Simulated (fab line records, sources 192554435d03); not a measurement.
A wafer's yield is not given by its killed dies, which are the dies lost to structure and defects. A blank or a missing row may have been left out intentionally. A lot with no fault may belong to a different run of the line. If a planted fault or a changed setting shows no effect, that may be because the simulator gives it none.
What tool caused it?	flow n5 finfet	Sampling: 24 lots, 72 wafers, 5 of 1938 route steps

## WHAT EACH GAUGE READ, for each wafer
N5_BEOL_M5_OVL_MEAS_29. Usual: V4_OVL -0.1 nm, standard deviation 0.64.
lot	measured	on	V4_OVL (nm)	flag
L074	day 8 01:22	overlay-02	0.1 0.0 0.5	
L075	day 8 01:56	overlay-02	0.1 1.6 0.6	
L076	day 8 15:44	overlay-01	-1.1 -1.1 -2.0	
L077	day 8 18:32	overlay-02	0.2 0.5 0.6	
L078	day 9 04:49	overlay-02	0.1 0.0 1.2	
L080	day 9 08:42	overlay-01	-0.5 -0.7 -0.7	
L079	day 9 12:00	overlay-01	0.2 0.4 0.0	
L081	day 9 17:46	overlay-02	0.9 1.2 -0.1	
L082	day 9 20:16	overlay-02	0.4 0.6 0.0	
L083	day 10 10:23	overlay-01	-0.4 0.0 -0.4	
L084	day 10 19:28	overlay-01	-0.1 -0.3 0.5	
L086	day 10 21:34	overlay-02	-0.6 1.2 -0.5	
L085	day 11 01:29	overlay-01	-0.2 -0.3 0.0	
L087	day 11 10:41	overlay-02	-1.3 -0.2 -0.3	
L088	day 11 22:55	overlay-01	-0.4 -0.2 -0.1	
L089	day 11 22:58	overlay-02	-0.4 -0.1 -0.5	
L090	day 11 23:01	overlay-01	-0.2 0.0 0.1	
L091	day 12 13:43	overlay-01	-0.3 0.4 0.1	
L092	day 12 18:01	overlay-01	-0.7 0.3 0.8	
L093	day 12 23:16	overlay-01	0.4 -0.8 0.5	
L094	day 13 03:17	overlay-02	-1.2 -1.7 -1.2	
L095	day 13 05:19	overlay-02	-0.4 0.1 0.2	
L096	day 13 17:04	overlay-01	-0.4 -0.4 0.1	
L097	day 13 18:47	overlay-01	0.0 -0.2 -0.4	

## WHICH TOOL RAN EACH LOT (tool, then ch and the chambers of the sampled wafers, then the start)
lot	N5_BEOL_M4_ANNEAL_80	N5_BEOL_M4_SPUTTER_81	N5_BEOL_M4_ANNEAL_89	N5_BEOL_M4_ANNEAL_93
L074	pvd sputter-01, day 7 18:44	pvd sputter-01, day 7 18:53	pvd sputter-01, day 7 19:24	pvd sputter-01, day 7 19:50
L075	pvd sputter-03, day 7 19:16	pvd sputter-03, day 7 19:25	pvd sputter-03, day 7 19:56	pvd sputter-03, day 7 20:22
L076	pvd sputter-01, day 8 09:05	pvd sputter-01, day 8 09:14	pvd sputter-01, day 8 09:45	pvd sputter-01, day 8 10:11
L077	pvd sputter-01, day 8 11:56	pvd sputter-01, day 8 12:04	pvd sputter-01, day 8 12:35	pvd sputter-01, day 8 13:02
L078	pvd sputter-03, day 8 22:23	pvd sputter-03, day 8 22:32	pvd sputter-03, day 8 23:03	pvd sputter-03, day 8 23:29
L080	pvd sputter-01, day 9 01:38	pvd sputter-01, day 9 01:47	pvd sputter-01, day 9 02:18	pvd sputter-01, day 9 02:44
L079	pvd sputter-01, day 9 05:10	pvd sputter-01, day 9 05:18	pvd sputter-01, day 9 05:49	pvd sputter-01, day 9 06:16
L081	pvd sputter-02, day 9 10:43	pvd sputter-02, day 9 10:51	pvd sputter-02, day 9 11:22	pvd sputter-02, day 9 11:49
L082	pvd sputter-03, day 9 14:29	pvd sputter-03, day 9 14:37	pvd sputter-03, day 9 15:08	pvd sputter-03, day 9 15:35
L083	pvd sputter-01, day 10 04:03	pvd sputter-01, day 10 04:11	pvd sputter-01, day 10 04:43	pvd sputter-01, day 10 05:09
L084	pvd sputter-02, day 10 11:26	pvd sputter-02, day 10 11:35	pvd sputter-02, day 10 12:06	pvd sputter-02, day 10 12:32
L086	pvd sputter-02, day 10 14:53	pvd sputter-02, day 10 15:01	pvd sputter-02, day 10 15:32	pvd sputter-02, day 10 15:59
L085	pvd sputter-01, day 10 17:47	pvd sputter-01, day 10 17:55	pvd sputter-01, day 10 18:26	pvd sputter-01, day 10 18:53
L087	pvd sputter-02, day 11 04:01	pvd sputter-02, day 11 04:10	pvd sputter-02, day 11 04:41	pvd sputter-02, day 11 05:07
L088	pvd sputter-03, day 11 11:40	pvd sputter-03, day 11 11:49	pvd sputter-03, day 11 12:20	pvd sputter-03, day 11 12:46
L089	pvd sputter-03, day 11 14:46	pvd sputter-03, day 11 14:55	pvd sputter-03, day 11 15:26	pvd sputter-03, day 11 15:52
L090	pvd sputter-02, day 11 15:02	pvd sputter-02, day 11 15:11	pvd sputter-02, day 11 15:42	pvd sputter-02, day 11 16:08
L091	pvd sputter-02, day 12 07:05	pvd sputter-02, day 12 07:14	pvd sputter-02, day 12 07:45	pvd sputter-02, day 12 08:11
L092	pvd sputter-03, day 12 10:22	pvd sputter-03, day 12 10:30	pvd sputter-03, day 12 11:01	pvd sputter-03, day 12 11:28
L093	pvd sputter-02, day 12 13:56	pvd sputter-02, day 12 14:04	pvd sputter-02, day 12 14:35	pvd sputter-02, day 12 15:02
L094	pvd sputter-01, day 12 16:41	pvd sputter-01, day 12 16:50	pvd sputter-01, day 12 17:21	pvd sputter-01, day 12 17:47
L095	pvd sputter-01, day 12 22:14	pvd sputter-01, day 12 22:22	pvd sputter-01, day 12 22:53	pvd sputter-01, day 12 23:20
L096	pvd sputter-01, day 13 09:54	pvd sputter-01, day 13 10:02	pvd sputter-01, day 13 10:34	pvd sputter-01, day 13 11:00
L097	pvd sputter-02, day 13 13:11	pvd sputter-02, day 13 13:20	pvd sputter-02, day 13 13:51	pvd sputter-02, day 13 14:17
- N5_BEOL_M4_ANNEAL_80: time 240 s.
- N5_BEOL_M4_SPUTTER_81: material Cu, target thk 4.5 nm, time 8.29 s.
- N5_BEOL_M4_ANNEAL_89: time 240 s.
- N5_BEOL_M4_ANNEAL_93: time 240 s.

## WHAT THE TOOLS THEMSELVES READ (means of the sampled wafers that have a number; where no wafer has one, the mark that the record gives instead)
N5_BEOL_M4_ANNEAL_80. Usual: 793 W for heater power w, sd 55.
lot	tool	heater power w (W)	flag
L074	pvd sputter-01	827	
L075	pvd sputter-03	851	
L076	pvd sputter-01	810	
L077	pvd sputter-01	793	
L078	pvd sputter-03	752	
L080	pvd sputter-01	801	
L079	pvd sputter-01	790	
L081	pvd sputter-02	771	
L082	pvd sputter-03	799	
L083	pvd sputter-01	787	
L084	pvd sputter-02	776	
L086	pvd sputter-02	772	
L085	pvd sputter-01	817	
L087	pvd sputter-02	786	
L088	pvd sputter-03	773	
L089	pvd sputter-03	876	
L090	pvd sputter-02	771	
L091	pvd sputter-02	750	
L092	pvd sputter-03	829	
L093	pvd sputter-02	752	
L094	pvd sputter-01	788	
L095	pvd sputter-01	822	
L096	pvd sputter-01	821	
L097	pvd sputter-02	799	

N5_BEOL_M4_SPUTTER_81. Usual: 29.8 % for throttle valve pct, sd 1.3.
lot	tool	throttle valve pct (%)	flag
L074	pvd sputter-01	30.7	
L075	pvd sputter-03	30.2	
L076	pvd sputter-01	31.0	
L077	pvd sputter-01	30.3	
L078	pvd sputter-03	30.1	
L080	pvd sputter-01	29.7	
L079	pvd sputter-01	30.3	
L081	pvd sputter-02	28.5	
L082	pvd sputter-03	30.8	
L083	pvd sputter-01	29.6	
L084	pvd sputter-02	29.6	
L086	pvd sputter-02	28.5	
L085	pvd sputter-01	30.5	
L087	pvd sputter-02	29.4	
L088	pvd sputter-03	30.6	
L089	pvd sputter-03	31.5	
L090	pvd sputter-02	28.1	
L091	pvd sputter-02	29.7	
L092	pvd sputter-03	30.9	
L093	pvd sputter-02	28.6	
L094	pvd sputter-01	29.6	
L095	pvd sputter-01	29.8	
L096	pvd sputter-01	29.9	
L097	pvd sputter-02	29.0	

N5_BEOL_M4_ANNEAL_89. Usual: 793 W for heater power w, sd 55.
lot	tool	heater power w (W)	flag
L074	pvd sputter-01	816	
L075	pvd sputter-03	850	
L076	pvd sputter-01	794	
L077	pvd sputter-01	791	
L078	pvd sputter-03	745	
L080	pvd sputter-01	784	
L079	pvd sputter-01	791	
L081	pvd sputter-02	760	
L082	pvd sputter-03	806	
L083	pvd sputter-01	793	
L084	pvd sputter-02	775	
L086	pvd sputter-02	777	
L085	pvd sputter-01	813	
L087	pvd sputter-02	769	
L088	pvd sputter-03	764	
L089	pvd sputter-03	876	
L090	pvd sputter-02	781	
L091	pvd sputter-02	751	
L092	pvd sputter-03	826	
L093	pvd sputter-02	746	
L094	pvd sputter-01	803	
L095	pvd sputter-01	826	
L096	pvd sputter-01	823	
L097	pvd sputter-02	789	

N5_BEOL_M4_ANNEAL_93. Usual: 794 W for heater power w, sd 56.
lot	tool	heater power w (W)	flag
L074	pvd sputter-01	803	
L075	pvd sputter-03	843	
L076	pvd sputter-01	805	
L077	pvd sputter-01	789	
L078	pvd sputter-03	744	
L080	pvd sputter-01	806	
L079	pvd sputter-01	789	
L081	pvd sputter-02	779	
L082	pvd sputter-03	805	
L083	pvd sputter-01	803	
L084	pvd sputter-02	762	
L086	pvd sputter-02	770	
L085	pvd sputter-01	805	
L087	pvd sputter-02	768	
L088	pvd sputter-03	788	
L089	pvd sputter-03	877	
L090	pvd sputter-02	783	
L091	pvd sputter-02	755	
L092	pvd sputter-03	835	
L093	pvd sputter-02	755	
L094	pvd sputter-01	793	
L095	pvd sputter-01	823	
L096	pvd sputter-01	826	
L097	pvd sputter-02	806	

## THE ANSWER, worked out from the rows above alone
Rule: a lot counts as off when the mean over its wafers that have a number is more than 3 standard deviations away from the usual mean. A lot without any number at a reading at which 4 lots or more have one is off too. Any other lot the step has rows for is counted as sound. Order of review: gauges by route order, followed by the tools' own readings, for which a lot's mean as printed above is used. The first step at which some lot is off is used, and at that step the reading that is off furthest; a lot without a number counts as furthest.
None of the lots is off at any reading shown; this tells nothing.

## WHAT THE SIMULATOR HAD INSERTED
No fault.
